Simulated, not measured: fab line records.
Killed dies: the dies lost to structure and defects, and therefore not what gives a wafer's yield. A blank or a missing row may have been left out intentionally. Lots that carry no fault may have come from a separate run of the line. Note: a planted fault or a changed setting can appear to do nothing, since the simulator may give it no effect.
Chamber matching ; flow nandHarc ; 4 sister chambers for NHARC_P_CONTACT_ETCH_35 on rieDiel-09
The step etches the open film in CF4, target depth 39 nm, time 65 s. 8 wafers are shown with their chamber, then 7 later ones without.

WAFERS WITH THEIR CHAMBER
wafer;chamber;showerheadPlenumPTorr (Torr);drypumpMotorCurrentA (A)
L939.1;3;1.86;5.8
L939.2;0;1.78;6.0
L942.1;2;1.81;6.2
L943.1;0;1.78;6.0
L943.4;1;1.81;6.5
L943.6;1;1.81;6.5
L946.2;3;1.85;5.9
L946.3;2;1.81;6.2

WAFERS MISSING THEIR CHAMBER
wafer;showerheadPlenumPTorr (Torr);drypumpMotorCurrentA (A)
L946.6;1.85;5.8
L944.1;1.81;6.5
L944.5;1.78;6.0
L944.6;1.85;5.8
L955.1;1.81;6.5
L955.2;1.85;5.8
L955.4;1.80;6.2

EACH ONE'S CHAMBER
wafer;from the rows above;in truth
L946.6;3;3
L944.1;1;1
L944.5;0;0
L944.6;3;3
L955.1;1;1
L955.2;3;3
L955.4;2;2
Placed correctly: 7 of 7. Can't be placed from these rows: 0. Wrongly placed: 0.
How it was worked out, from the rows above alone: a wafer's distance from a chamber is the root of the sum, over the readings, of the square of ((its reading less the chamber's mean) divided by the reading's scatter). The wafer belongs to the nearest chamber; if the next one is less than 2 further off, it can't be placed. Each chamber's mean is taken over the wafers shown for it. How the scatter is found: for the shown wafers, subtract from each reading the mean of its chamber, square and add these, divide the total by (wafers less chambers), then take the root.
